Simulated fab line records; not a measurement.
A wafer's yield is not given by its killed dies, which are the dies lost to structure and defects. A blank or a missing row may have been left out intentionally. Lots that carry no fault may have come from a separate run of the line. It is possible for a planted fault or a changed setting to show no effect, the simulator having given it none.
8D (eight disciplines) problem report, filled in by code    flow n5_finfet    the parts of the form that need people (team, actions taken, sign-off) are left out

1. WHAT WENT WRONG
Mean of trench_depth_nm at N5_BEOL_M11_OCD_MEAS_38: 86.7 nm across 9 wafers in 3 lots; on wafers with no fault it is 149.2 nm (standard deviation 2.1). That is -30 standard deviations from the usual mean.
First observed at day 15 06:44: wafer L883.2, on ocd-02. At this step, 45 wafers from 15 lots have a number in the record. Rule for "out", or "out of limits": more than 4 standard deviations from the usual mean. The rest of the wafers with a number are treated as sound.

2. WHAT IT IS, AND WHAT IT ISN'T
question                     is                      is not
which readings at this step  trench_depth_nm         -
which lots                   L883, L885, L887        L874, L876, L877, L878, L880, L882, L884, L888, L892, L893, L894, L896
which wafers of those lots   all that have a number  -
read on which gauges         ocd-01, ocd-02          -
when                         from day 15 06:44       up to then (21 sound wafers); but 15 sound wafers of L888, L892, L893, L894, L896 came after

3. SUSPECTS, AND WHAT RULES EACH OUT
Counting: any tool at a process step up to the reading is kept as a suspect provided that every lot that is out went through it and no sound lot did after the first of them.
- ruled out: the gauge at N5_BEOL_M11_OCD_MEAS_38. Those wafers that are out were read across 2 gauges (ocd-01, ocd-02).
- rie_diel-06 at N5_BEOL_M11_ETCH_65 (etches SiARC in CF4, target depth 39 nm, time 65 s): kept. Every lot that is out went through it, starting with L883 (day 15 06:16), and after that it ran no sound lot; the last sound lot it ran before then is L882 (day 15 00:57).
- rie_diel-06 at N5_BEOL_M11_TRENCH_ETCH_37 (etches SiCOH lowk in C4F6/O2, target depth 148.83 nm, time 48 s): kept. Every lot that is out went through it, starting with L883 (day 15 06:33), and after that it ran no sound lot; the last sound lot it ran before then is L882 (day 15 01:14).
What counting leaves: rie_diel-06 at N5_BEOL_M11_ETCH_65 and rie_diel-06 at N5_BEOL_M11_TRENCH_ETCH_37.

4. THE CAUSE (what the simulator had put in)
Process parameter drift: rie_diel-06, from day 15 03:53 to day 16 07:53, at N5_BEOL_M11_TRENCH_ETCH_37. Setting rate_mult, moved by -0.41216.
Counting leaves 2 suspects; this tool is one of them.

5. SEQUENCE OF EFFECTS, ordered by route
Rows list readings where the struck wafers' mean (over those with a number) sits beyond 3 standard deviations from the usual. Only readings for which the record gives a usual standard deviation are gone through. hours: the time from each lot's start at the first step in this table that gives one to its start at this step, as a median over the lots. sigmas: the change in usual standard deviations.
hours  step                        reading          usual          on struck wafers  change   sigmas
0      N5_BEOL_M11_TRENCH_ETCH_37  oes_product_au   0.80 a.u.      0.53              -0.27    -3.2
0      N5_BEOL_M11_OCD_MEAS_38     trench_depth_nm  149.2 nm       86.7              -62.5    -30
3      N5_BEOL_M11_THK_MEAS_53     M11_THK          140.1 nm       77.0              -63.1    -25
3      N5_BEOL_M11_RS_MEAS_57      M11_RS           0.1505 ohm/sq  0.2962            +0.1457  +54
Process steps it contains:
- N5_BEOL_M11_TRENCH_ETCH_37: etches SiCOH lowk in C4F6/O2, target depth 148.83 nm, time 48 s.

6. HOW IT WOULD HAVE BEEN CAUGHT EARLIER
Counted from the fault's start at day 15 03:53, it took 3 hours until the first out-of-limits reading at a measuring or inspecting step in this record, taken at day 15 06:44.
An alarm limit of 4 standard deviations would not have fired on the tool readings at N5_BEOL_M11_TRENCH_ETCH_37 for which the record gives a usual standard deviation, since none of them was out on any struck wafer.
Lots out: 3; of these, L885, L887 started N5_BEOL_M11_TRENCH_ETCH_37 on rie_diel-06 after day 15 06:44. A hold on the tool at that time would have spared those 2.
